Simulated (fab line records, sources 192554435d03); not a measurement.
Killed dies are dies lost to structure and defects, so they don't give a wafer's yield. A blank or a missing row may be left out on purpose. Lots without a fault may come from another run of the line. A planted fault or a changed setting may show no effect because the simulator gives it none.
Chamber matching | flow n5_finfet | N5_MOL_CONTACT_COAG_ALD_123 on ald_sin-03: 4 sister chambers
The step deposits SiNx, target thk 5 nm, pulse time 1 s, purge time 2 s. 20 wafers are shown with their chamber, then 10 later ones without.

WAFERS WITH THEIR CHAMBER
wafer  | chamber | heater_power_w (W) | precursor_pulse_height_rel
L076.4 | 0       | 861                | 0.984
L076.5 | 0       | 871                | 0.999
L076.6 | 3       | 826                | 1.000
L077.1 | 0       | 845                | 0.980
L077.2 | 2       | 797                | 0.988
L077.6 | 1       | 737                | 0.962
L078.1 | 0       | 863                | 0.999
L078.4 | 3       | 830                | 0.994
L078.6 | 1       | 739                | 1.008
L080.1 | 3       | 838                | 1.033
L080.3 | 1       | 760                | 1.004
L080.4 | 2       | 793                | 1.007
L081.2 | 1       | 745                | 0.993
L081.4 | 0       | 877                | 0.970
L081.6 | 0       | 857                | 0.992
L084.1 | 1       | 738                | 1.029
L084.2 | 3       | 826                | 1.000
L084.4 | 0       | 885                | 1.000
L086.1 | 3       | 840                | 1.031
L086.3 | 1       | 747                | 0.976

SIGNATURES (means of the wafers above)
reading                    | chamber 0 | chamber 1 | chamber 2 | chamber 3 | scatter within a chamber
heater_power_w             | 865.57    | 744.33    | 795.00    | 832.00    | 10.1
precursor_pulse_height_rel | 0.98914   | 0.99533   | 0.99750   | 1.01160   | 0.0181
Rule: a wafer's distance from a chamber is the root of the sum, over the readings, of the square of ((its reading less the chamber's mean) divided by the reading's scatter). The wafer belongs to the nearest chamber; if the next one is less than 2 further off, it can't be placed. The scatter: the root of (the sum of the squares of (reading less its chamber's mean) over the shown wafers, divided by (wafers less chambers)).

WAFERS WITHOUT THEIR CHAMBER
wafer  | heater_power_w (W) | precursor_pulse_height_rel
L086.4 | 818                | 1.011
L092.1 | 819                | 1.032
L092.3 | 863                | 1.005
L092.6 | 767                | 1.013
L093.1 | 765                | 1.002
L093.4 | 758                | 0.993
L093.6 | 884                | 0.986
L094.1 | 849                | 0.982
L094.2 | 755                | 0.986
L094.3 | 773                | 0.979

WHICH CHAMBER EACH WENT THROUGH
wafer  | from the rows above     | in truth
L086.4 | can't be placed: 3 or 2 | 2
L092.1 | can't be placed: 3 or 2 | 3
L092.3 | 0                       | 0
L092.6 | can't be placed: 1 or 2 | 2
L093.1 | can't be placed: 1 or 2 | 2
L093.4 | 1                       | 1
L093.6 | 0                       | 0
L094.1 | can't be placed: 0 or 3 | 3
L094.2 | 1                       | 1
L094.3 | can't be placed: 2 or 1 | 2
Placed correctly: 4 of 10. Can't be placed from these rows: 6 (the true chamber is among the candidates in 6). Placed wrongly: 0.
